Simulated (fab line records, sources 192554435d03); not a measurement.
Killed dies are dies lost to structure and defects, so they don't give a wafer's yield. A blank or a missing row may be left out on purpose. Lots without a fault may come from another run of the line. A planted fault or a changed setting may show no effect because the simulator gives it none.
Chamber matching | flow n5_finfet | N5_DUMMY_REMOVAL_HM_STRIP_01 on rie_diel-02: 4 sister chambers
The step strips SiNx in CH3F/O2, stops on poly-Si, target depth 4 nm, time 6.8 s. 14 wafers are shown with their chamber, then 7 later ones without.

WAFERS WITH THEIR CHAMBER
wafer  | chamber | showerhead_plenum_p_Torr (Torr) | throttle_valve_pct (%) | drypump_motor_current_A (A)
L077.4 | 0       | 2.05                            | 16.51                  | 5.5
L077.5 | 0       | 2.05                            | 16.50                  | 5.5
L077.6 | 1       | 1.91                            | 16.01                  | 6.1
L082.1 | 0       | 2.05                            | 16.53                  | 5.4
L082.2 | 3       | 1.97                            | 16.51                  | 5.7
L082.3 | 2       | 1.98                            | 16.29                  | 5.5
L082.4 | 1       | 1.91                            | 16.04                  | 6.0
L082.5 | 0       | 2.05                            | 16.53                  | 5.4
L082.6 | 1       | 1.91                            | 16.02                  | 6.0
L085.1 | 0       | 2.05                            | 16.54                  | 5.4
L085.4 | 3       | 1.97                            | 16.53                  | 5.7
L085.6 | 0       | 2.05                            | 16.53                  | 5.4
L088.2 | 2       | 1.98                            | 16.31                  | 5.5
L088.3 | 3       | 1.96                            | 16.54                  | 5.7

SIGNATURES (means of the wafers above)
reading                  | chamber 0 | chamber 1 | chamber 2 | chamber 3 | scatter within a chamber
showerhead_plenum_p_Torr | 2.0500    | 1.9100    | 1.9800    | 1.9667    | 0.00258
throttle_valve_pct       | 16.5233   | 16.0233   | 16.3000   | 16.5267   | 0.0151
drypump_motor_current_A  | 5.433     | 6.033     | 5.500     | 5.700     | 0.0447
Rule: a wafer's distance from a chamber is the root of the sum, over the readings, of the square of ((its reading less the chamber's mean) divided by the reading's scatter). The wafer belongs to the nearest chamber; if the next one is less than 2 further off, it can't be placed. The scatter: the root of (the sum of the squares of (reading less its chamber's mean) over the shown wafers, divided by (wafers less chambers)).

WAFERS WITHOUT THEIR CHAMBER
wafer  | showerhead_plenum_p_Torr (Torr) | throttle_valve_pct (%) | drypump_motor_current_A (A)
L088.6 | 2.04                            | 16.57                  | 5.4
L090.2 | 1.90                            | 16.06                  | 6.1
L090.4 | 1.96                            | 16.55                  | 5.7
L090.6 | 1.98                            | 16.31                  | 5.5
L095.2 | 2.04                            | 16.11                  | 5.4
L095.5 | 2.04                            | 16.10                  | 5.4
L095.6 | 1.96                            | 16.57                  | 5.7

WHICH CHAMBER EACH WENT THROUGH
wafer  | from the rows above     | in truth
L088.6 | 0                       | 0
L090.2 | 1                       | 1
L090.4 | 3                       | 3
L090.6 | 2                       | 2
L095.2 | can't be placed: 2 or 0 | 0
L095.5 | can't be placed: 2 or 0 | 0
L095.6 | 3                       | 3
Placed correctly: 5 of 7. Can't be placed from these rows: 2 (the true chamber is among the candidates in 2). Placed wrongly: 0.
